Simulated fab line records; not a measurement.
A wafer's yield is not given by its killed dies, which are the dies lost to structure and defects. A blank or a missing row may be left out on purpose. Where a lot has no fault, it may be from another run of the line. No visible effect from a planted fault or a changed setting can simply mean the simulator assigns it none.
Matching of chambers / flow n5Finfet / N5_DUMMY_GATE_ETCH_29 on rieDiel-01: 4 sister chambers
The step etches underlayer in N2/H2, target depth 13 nm. 24 wafers are shown with their chamber, then 12 later ones without.

## EACH WAFER AND ITS CHAMBER
wafer=L076.1; chamber=3; showerheadPlenumPTorr (Torr)=2.59; throttleValvePct (%)=17.84; drypumpMotorCurrentA (A)=5.14
wafer=L076.2; chamber=2; showerheadPlenumPTorr (Torr)=2.62; throttleValvePct (%)=18.21; drypumpMotorCurrentA (A)=5.80
wafer=L076.4; chamber=0; showerheadPlenumPTorr (Torr)=2.45; throttleValvePct (%)=17.87; drypumpMotorCurrentA (A)=5.43
wafer=L078.2; chamber=3; showerheadPlenumPTorr (Torr)=2.59; throttleValvePct (%)=17.85; drypumpMotorCurrentA (A)=5.17
wafer=L078.3; chamber=2; showerheadPlenumPTorr (Torr)=2.62; throttleValvePct (%)=18.22; drypumpMotorCurrentA (A)=5.83
wafer=L078.6; chamber=3; showerheadPlenumPTorr (Torr)=2.59; throttleValvePct (%)=17.83; drypumpMotorCurrentA (A)=5.15
wafer=L080.4; chamber=3; showerheadPlenumPTorr (Torr)=2.59; throttleValvePct (%)=17.83; drypumpMotorCurrentA (A)=5.18
wafer=L080.5; chamber=1; showerheadPlenumPTorr (Torr)=2.62; throttleValvePct (%)=17.78; drypumpMotorCurrentA (A)=5.49
wafer=L080.6; chamber=0; showerheadPlenumPTorr (Torr)=2.45; throttleValvePct (%)=17.88; drypumpMotorCurrentA (A)=5.43
wafer=L081.3; chamber=2; showerheadPlenumPTorr (Torr)=2.61; throttleValvePct (%)=18.23; drypumpMotorCurrentA (A)=5.77
wafer=L081.4; chamber=3; showerheadPlenumPTorr (Torr)=2.58; throttleValvePct (%)=17.87; drypumpMotorCurrentA (A)=5.15
wafer=L081.5; chamber=2; showerheadPlenumPTorr (Torr)=2.61; throttleValvePct (%)=18.24; drypumpMotorCurrentA (A)=5.75
wafer=L082.1; chamber=0; showerheadPlenumPTorr (Torr)=2.44; throttleValvePct (%)=17.89; drypumpMotorCurrentA (A)=5.44
wafer=L082.2; chamber=1; showerheadPlenumPTorr (Torr)=2.62; throttleValvePct (%)=17.79; drypumpMotorCurrentA (A)=5.49
wafer=L082.6; chamber=3; showerheadPlenumPTorr (Torr)=2.58; throttleValvePct (%)=17.85; drypumpMotorCurrentA (A)=5.15
wafer=L083.2; chamber=1; showerheadPlenumPTorr (Torr)=2.62; throttleValvePct (%)=17.79; drypumpMotorCurrentA (A)=5.46
wafer=L083.4; chamber=3; showerheadPlenumPTorr (Torr)=2.58; throttleValvePct (%)=17.88; drypumpMotorCurrentA (A)=5.17
wafer=L083.6; chamber=3; showerheadPlenumPTorr (Torr)=2.58; throttleValvePct (%)=17.87; drypumpMotorCurrentA (A)=5.15
wafer=L085.1; chamber=0; showerheadPlenumPTorr (Torr)=2.44; throttleValvePct (%)=17.90; drypumpMotorCurrentA (A)=5.42
wafer=L085.5; chamber=3; showerheadPlenumPTorr (Torr)=2.58; throttleValvePct (%)=17.85; drypumpMotorCurrentA (A)=5.16
wafer=L085.6; chamber=2; showerheadPlenumPTorr (Torr)=2.61; throttleValvePct (%)=18.23; drypumpMotorCurrentA (A)=5.75
wafer=L088.1; chamber=0; showerheadPlenumPTorr (Torr)=2.44; throttleValvePct (%)=17.90; drypumpMotorCurrentA (A)=5.44
wafer=L088.4; chamber=3; showerheadPlenumPTorr (Torr)=2.58; throttleValvePct (%)=17.88; drypumpMotorCurrentA (A)=5.16
wafer=L088.5; chamber=1; showerheadPlenumPTorr (Torr)=2.61; throttleValvePct (%)=17.80; drypumpMotorCurrentA (A)=5.47

SIGNATURES (means of the wafers above)
reading=showerheadPlenumPTorr; chamber 0=2.4440; chamber 1=2.6175; chamber 2=2.6140; chamber 3=2.5840; scatter within a chamber=0.00527
reading=throttleValvePct; chamber 0=17.8880; chamber 1=17.7900; chamber 2=18.2260; chamber 3=17.8550; scatter within a chamber=0.0152
reading=drypumpMotorCurrentA; chamber 0=5.4320; chamber 1=5.4775; chamber 2=5.7800; chamber 3=5.1580; scatter within a chamber=0.0189
Rule: for each reading, subtract the chamber's mean from the wafer's reading, divide by that reading's scatter and square the result; add these up over the readings and take the root, which gives the wafer's distance from the chamber. If the next closest chamber is less than 2 further off than the closest, the wafer can't be placed; otherwise it belongs to the closest. The scatter is the square root of a quotient: the sum, over the shown wafers, of each reading's squared deviation from its chamber's mean, divided by wafers minus chambers.

## WAFERS WITHOUT THEIR CHAMBER
wafer=L089.1; showerheadPlenumPTorr (Torr)=2.61; throttleValvePct (%)=17.80; drypumpMotorCurrentA (A)=5.49
wafer=L089.3; showerheadPlenumPTorr (Torr)=2.44; throttleValvePct (%)=17.92; drypumpMotorCurrentA (A)=5.42
wafer=L089.4; showerheadPlenumPTorr (Torr)=2.61; throttleValvePct (%)=18.24; drypumpMotorCurrentA (A)=5.76
wafer=L090.3; showerheadPlenumPTorr (Torr)=2.61; throttleValvePct (%)=17.80; drypumpMotorCurrentA (A)=5.49
wafer=L090.5; showerheadPlenumPTorr (Torr)=2.61; throttleValvePct (%)=18.25; drypumpMotorCurrentA (A)=5.74
wafer=L090.6; showerheadPlenumPTorr (Torr)=2.61; throttleValvePct (%)=17.81; drypumpMotorCurrentA (A)=5.50
wafer=L096.1; showerheadPlenumPTorr (Torr)=2.60; throttleValvePct (%)=18.27; drypumpMotorCurrentA (A)=5.79
wafer=L096.4; showerheadPlenumPTorr (Torr)=2.57; throttleValvePct (%)=17.90; drypumpMotorCurrentA (A)=5.16
wafer=L096.6; showerheadPlenumPTorr (Torr)=2.60; throttleValvePct (%)=18.26; drypumpMotorCurrentA (A)=5.79
wafer=L097.1; showerheadPlenumPTorr (Torr)=2.43; throttleValvePct (%)=17.94; drypumpMotorCurrentA (A)=5.40
wafer=L097.2; showerheadPlenumPTorr (Torr)=2.61; throttleValvePct (%)=17.38; drypumpMotorCurrentA (A)=5.49
wafer=L097.3; showerheadPlenumPTorr (Torr)=2.57; throttleValvePct (%)=17.91; drypumpMotorCurrentA (A)=5.16

## THE CHAMBER EACH PASSED THROUGH
wafer=L089.1; from the rows above=1; in truth=1
wafer=L089.3; from the rows above=0; in truth=0
wafer=L089.4; from the rows above=2; in truth=2
wafer=L090.3; from the rows above=1; in truth=1
wafer=L090.5; from the rows above=2; in truth=2
wafer=L090.6; from the rows above=1; in truth=1
wafer=L096.1; from the rows above=2; in truth=2
wafer=L096.4; from the rows above=3; in truth=3
wafer=L096.6; from the rows above=2; in truth=2
wafer=L097.1; from the rows above=0; in truth=0
wafer=L097.2; from the rows above=1; in truth=1
wafer=L097.3; from the rows above=3; in truth=3
Correct placement for 12 of the 12. From these rows, 0 cannot be placed. Wrongly placed: 0.
